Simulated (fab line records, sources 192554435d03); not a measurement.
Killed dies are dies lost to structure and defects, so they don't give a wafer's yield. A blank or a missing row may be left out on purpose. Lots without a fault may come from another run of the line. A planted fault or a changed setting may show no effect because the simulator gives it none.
Chamber matching | flow n5_finfet | N5_BEOL_M8_DEP_56 on pecvd-01: 3 sister chambers
The step deposits SiCN from 3MS/NH3, target thk 10 nm, time 17.5 s. 33 wafers are shown with their chamber, then 12 later ones without.

WAFERS WITH THEIR CHAMBER
wafer  | chamber | showerhead_plenum_p_Torr (Torr) | throttle_valve_pct (%)
L074.1 | 1       | 3.668                           | 9.3
L074.2 | 0       | 3.650                           | 8.5
L074.3 | 2       | 3.660                           | 8.5
L075.2 | 1       | 3.677                           | 9.0
L075.3 | 0       | 3.646                           | 9.0
L075.6 | 0       | 3.663                           | 8.8
L076.2 | 2       | 3.666                           | 8.5
L076.5 | 0       | 3.656                           | 8.9
L076.6 | 1       | 3.673                           | 9.0
L078.2 | 0       | 3.655                           | 8.7
L078.4 | 1       | 3.679                           | 9.0
L078.6 | 0       | 3.654                           | 8.5
L080.2 | 2       | 3.670                           | 8.6
L080.3 | 1       | 3.668                           | 9.0
L080.6 | 0       | 3.649                           | 8.6
L082.2 | 2       | 3.669                           | 8.7
L082.3 | 1       | 3.675                           | 9.1
L082.6 | 2       | 3.667                           | 8.6
L087.1 | 1       | 3.665                           | 9.1
L087.2 | 0       | 3.651                           | 8.7
L087.3 | 2       | 3.674                           | 8.7
L087.4 | 2       | 3.669                           | 8.5
L087.5 | 0       | 3.647                           | 8.9
L087.6 | 1       | 3.672                           | 9.2
L091.1 | 1       | 3.671                           | 9.1
L091.2 | 0       | 3.650                           | 8.7
L091.3 | 2       | 3.670                           | 8.6
L091.4 | 2       | 3.666                           | 8.5
L091.5 | 1       | 3.671                           | 9.2
L091.6 | 0       | 3.657                           | 8.5
L092.1 | 2       | 3.668                           | 8.4
L092.2 | 0       | 3.653                           | 8.8
L092.4 | 1       | 3.676                           | 9.0

SIGNATURES (means of the wafers above)
reading                  | chamber 0 | chamber 1 | chamber 2 | scatter within a chamber
showerhead_plenum_p_Torr | 3.65258   | 3.67227   | 3.66790   | 0.00429
throttle_valve_pct       | 8.717     | 9.091     | 8.560     | 0.13
Rule: a wafer's distance from a chamber is the root of the sum, over the readings, of the square of ((its reading less the chamber's mean) divided by the reading's scatter). The wafer belongs to the nearest chamber; if the next one is less than 2 further off, it can't be placed. The scatter: the root of (the sum of the squares of (reading less its chamber's mean) over the shown wafers, divided by (wafers less chambers)).

WAFERS WITHOUT THEIR CHAMBER
wafer  | showerhead_plenum_p_Torr (Torr) | throttle_valve_pct (%)
L094.1 | 3.673                           | 8.7
L094.2 | 3.653                           | 8.5
L094.3 | 3.660                           | 8.9
L094.4 | 3.655                           | 8.8
L094.5 | 3.668                           | 9.0
L094.6 | 3.679                           | 8.9
L095.2 | 3.653                           | 8.7
L095.3 | 3.669                           | 8.7
L095.5 | 3.672                           | 9.2
L097.3 | 3.664                           | 8.4
L097.4 | 3.668                           | 8.8
L097.6 | 3.668                           | 9.0

WHICH CHAMBER EACH WENT THROUGH
wafer  | from the rows above          | in truth
L094.1 | can't be placed: 2 or 1      | 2
L094.2 | can't be placed: 0 or 2      | 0
L094.3 | can't be placed: 0 or 2 or 1 | 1
L094.4 | 0                            | 0
L094.5 | 1                            | 1
L094.6 | can't be placed: 1 or 2      | 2
L095.2 | 0                            | 0
L095.3 | can't be placed: 2 or 1      | 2
L095.5 | 1                            | 1
L097.3 | 2                            | 2
L097.4 | can't be placed: 2 or 1 or 0 | 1
L097.6 | 1                            | 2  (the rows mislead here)
Placed correctly: 5 of 12. Can't be placed from these rows: 6 (the true chamber is among the candidates in 6). Placed wrongly: 1.
